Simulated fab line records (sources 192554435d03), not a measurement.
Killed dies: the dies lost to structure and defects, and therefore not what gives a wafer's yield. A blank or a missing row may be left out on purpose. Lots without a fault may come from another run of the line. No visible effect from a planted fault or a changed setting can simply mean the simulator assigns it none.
Code-filled problem report in 8D (eight disciplines) form || flow n5Finfet || the parts of the form that need people (team, actions taken, sign-off) are left out

1. THE PROBLEM
At N5_ZERO_LAYER_CD_MEAS_11, cdNm averages 2009.3 nm over 3 wafers from 3 lots, while fault-free wafers read 1998.7 nm, standard deviation 1.6. Relative to the usual mean, that is a shift of +6.6 standard deviations.
The step: target cd 2000 nm.
First seen on wafer L714.5, day 2 00:41, on cdSem-03. The record holds 25 wafers of 9 lots with a number at this step. The rule behind "out" and "out of limits": a value lying over 4 standard deviations away from the usual mean. The rest of the wafers with a number are treated as sound.

2. WHAT THIS IS AND IS NOT
{"question": "which readings at this step", "is": "cdNm", "is not": "-"}
{"question": "which lots", "is": "L714, L716, L717", "is not": "L713, L724, L725, L729, L730, L735"}
{"question": "which wafers of those lots", "is": "L714.5, L716.5, L717.3", "is not": "L714.1, L714.6, L716.6, L717.6"}
{"question": "read on which gauges", "is": "cdSem-02, cdSem-03", "is not": "-"}
{"question": "when", "is": "from day 2 00:41", "is not": "up to then (5 sound wafers); but 17 sound wafers of L716, L717, L724, L725, L729, L730, L735 came after"}

3. WHAT RULES OUT EACH SUSPECT
Counting: if a tool at a process step up to the reading ran every lot that is out, it stays a suspect. Sound lots after the first of them don't rule it out here, since some wafers of a struck lot are sound.
- the gauge at N5_ZERO_LAYER_CD_MEAS_11 has been ruled out. The wafers that are out were read on 2 gauges (cdSem-02, cdSem-03).
- krfScanner-02 at N5_ZERO_LAYER_EXPOSE_08 (exposes mask ZERO, defocus 0 nm, target cd 2000 nm): kept. It ran every lot that is out, first L714 (day 2 00:31); its last sound lot up to then is L713 (day 1 18:29).
The count leaves krfScanner-02 at N5_ZERO_LAYER_EXPOSE_08.

4. THE CAUSE (what the simulator had put in)
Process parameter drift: krfScanner-02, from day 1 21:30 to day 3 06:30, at N5_ZERO_LAYER_EXPOSE_08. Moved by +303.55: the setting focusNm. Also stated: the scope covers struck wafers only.
After counting, this tool was the only one left.

5. THE CHAIN OF EFFECTS, in route order
Each row: a reading where the mean over the struck wafers with a number is more than 3 standard deviations away from the usual. Readings are gone through only where the record gives a usual standard deviation; hours: the median, over the lots, of the time from a lot's start at the first step in this table giving one to that lot's start at this step; sigmas: the change measured in usual standard deviations.
{"hours": 0, "step": "N5_ZERO_LAYER_CD_MEAS_11", "reading": "cdNm", "usual": "1998.7 nm", "on struck wafers": 2009.3, "change": "+10.6", "sigmas": "+6.6"}
Later measuring or inspecting steps at which every struck wafer that the step has a row for has a number for every such reading, and none has moved that far: N5_PMOS_HMC_CHANNEL_EPI_CD_MEAS_09, N5_BEOL_M4_RC_MEAS_101.

6. WHAT WOULD HAVE CAUGHT IT SOONER
In this record the first reading out of limits at a measuring or inspecting step was taken at day 2 00:41, 3 hours after the fault began at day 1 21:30.
Tool readings at N5_ZERO_LAYER_EXPOSE_08 with a usual standard deviation given in the record: none out on any struck wafer, hence no alarm at a limit of 4 standard deviations on them.
Lots out: 3; of these, L716, L717 started N5_ZERO_LAYER_EXPOSE_08 on krfScanner-02 after day 2 00:41. A hold on the tool at that time would have spared those 2.
